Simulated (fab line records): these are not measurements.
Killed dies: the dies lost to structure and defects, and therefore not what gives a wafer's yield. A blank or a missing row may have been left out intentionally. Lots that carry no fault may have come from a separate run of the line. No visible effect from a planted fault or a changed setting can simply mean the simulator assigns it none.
Split-lot trial    flow n5 finfet    route with 1938 steps; 7 lots, 21 wafers read

## ABOUT THE SPLIT
At N5_MOL_CONTACT_COAG_COAT_64 (time 60 s, resist thk 10 nm), the setting spin rpm was moved away from the recipe's 1500 rpm on 7 of the 21 wafers read, by -11.2% to +7.1%. All remaining wafers had this setting at the recipe value.

## FROM THE SPLIT TO THE READING: what the file shows between them, 6 steps
- N5_MOL_CONTACT_COAG_COAT_34: resist thk 40 nm
- N5_MOL_CONTACT_COAG_EBR_36
- N5_MOL_CONTACT_COAG_DESCUM_45: chemistry O2, time 7 s
- N5_MOL_CONTACT_COAG_ETCH_65: etches underlayer in N2/H2, target depth 13 nm, time 10.4 s
- N5_MOL_CONTACT_COAG_ETCH_66: etches SiARC in CF4, target depth 13 nm, time 21.7 s
- N5_MOL_CONTACT_COAG_ALD_133: deposits SiO2, target thk 5 nm, pulse time 1 s, co reactant pulse time 1 s

## THE READING
CAR-EUV_of_MOL_CONTACT_COAG_COAT_34.thk nm (the simulator's own value, which no gauge read), in nm, at N5_MOL_CONTACT_COAG_ETCHBACK_134 (etches SiO2 in CHF3, target depth 10 nm, time 6.7 s). The file does not state a usual value for it. Average 15.6 nm, standard deviation 0.13 nm, over the 14 wafers here run with the recipe.

wafer   tool, chamber at the split  spin rpm as run, rpm  against the recipe  CAR-EUV_of_MOL_CONTACT_COAG_COAT_34.thk nm, nm  against lot-mates on the recipe
L076.1  litho track-02, 0           1500                  recipe              15.4                                            -
L076.3  litho track-02, 0           1500                  recipe              15.6                                            -
L076.5  litho track-02, 0           1500                  recipe              15.8                                            -
L077.2  litho track-02, 0           1552                  +3.5%               16                                              +0.3
L077.3  litho track-02, 0           1500                  recipe              15.8                                            -
L077.6  litho track-02, 0           1500                  recipe              15.6                                            -
L078.3  litho track-03, 0           1500                  recipe              15.6                                            -
L078.6  litho track-03, 0           1500                  recipe              15.6                                            -
L078.4  litho track-03, 0           1500                  recipe              15.8                                            -
L080.3  litho track-02, 0           1500                  recipe              15.6                                            -
L080.4  litho track-02, 0           1500                  recipe              15.6                                            -
L080.5  litho track-02, 0           1332                  -11.2%              14.8                                            -0.8
L083.3  litho track-01, 0           1500                  recipe              15.8                                            -
L083.5  litho track-01, 0           1341                  -10.6%              15                                              -0.8
L083.6  litho track-01, 0           1341                  -10.6%              15                                              -0.8
L086.1  litho track-02, 0           1500                  recipe              15.6                                            -
L086.3  litho track-02, 0           1569                  +4.6%               15.8                                            +0.3
L086.5  litho track-02, 0           1500                  recipe              15.4                                            -
L091.1  litho track-03, 0           1500                  recipe              15.6                                            -
L091.3  litho track-03, 0           1606                  +7.1%               16                                              +0.4
L091.4  litho track-03, 0           1606                  +7.1%               16                                              +0.4

THE FIT
A straight line over all 21 wafers: CAR-EUV_of_MOL_CONTACT_COAG_COAT_34.thk nm changes by +0.0618 nm for each +1% of spin rpm; r = +0.93; the points scatter about the line by 0.12 nm.
The same after taking each lot's own level away (the mean of its wafers on the recipe; 21 wafers): +0.0701 nm for each +1%; r = +0.97; scatter 0.095 nm.
That fit puts the effect of the largest move of spin rpm on the reading at 0.78 nm.
Measured against the standard deviation above, the lots' own levels, which go from 15.50 to 15.80 nm, span 2.3 times it.
So the lot-to-lot level changes the slope: the two fits differ.
Check: -0.798 nm against its lot-mates is what the line predicts for one of the wafers moved furthest among these (-11.2%) when that wafer is left out of the fit. It came out at -0.8 nm against them.

## THE WHOLE CHAIN: every reading that the file lists as answering this split, in the file's order
step                              what it does                                                 reading                                                                                         change (the file's fit)                 r (the file's)
N5_MOL_CONTACT_COAG_COAT_64       time 60 s, resist thk 10 nm                                  underlayer_of_MOL_CONTACT_COAG_COAT_64.thk nm (the simulator's own value, which no gauge read)  -0.0546 nm for each +1% of the setting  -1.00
N5_MOL_CONTACT_COAG_ETCH_65       etches underlayer in N2/H2, target depth 13 nm, time 10.4 s  CAR-EUV_of_MOL_CONTACT_COAG_COAT_34.thk nm (the simulator's own value, which no gauge read)     +0.0669 nm for each +1% of the setting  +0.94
N5_MOL_CONTACT_COAG_ETCH_65       etches underlayer in N2/H2, target depth 13 nm, time 10.4 s  etch.depth nm (the simulator's own value, which no gauge read)                                  -0.0547 nm for each +1% of the setting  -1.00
N5_MOL_CONTACT_COAG_ETCH_66       etches SiARC in CF4, target depth 13 nm, time 21.7 s         CAR-EUV_of_MOL_CONTACT_COAG_COAT_34.thk nm (the simulator's own value, which no gauge read)     +0.0731 nm for each +1% of the setting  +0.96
N5_MOL_CONTACT_COAG_ETCHBACK_134  etches SiO2 in CHF3, target depth 10 nm, time 6.7 s          CAR-EUV_of_MOL_CONTACT_COAG_COAT_34.thk nm (the simulator's own value, which no gauge read)     +0.0707 nm for each +1% of the setting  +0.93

## FILE'S OWN FIT
CAR-EUV_of_MOL_CONTACT_COAG_COAT_34.thk nm changes by +0.0707 nm for each +1% of spin rpm, r = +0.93.
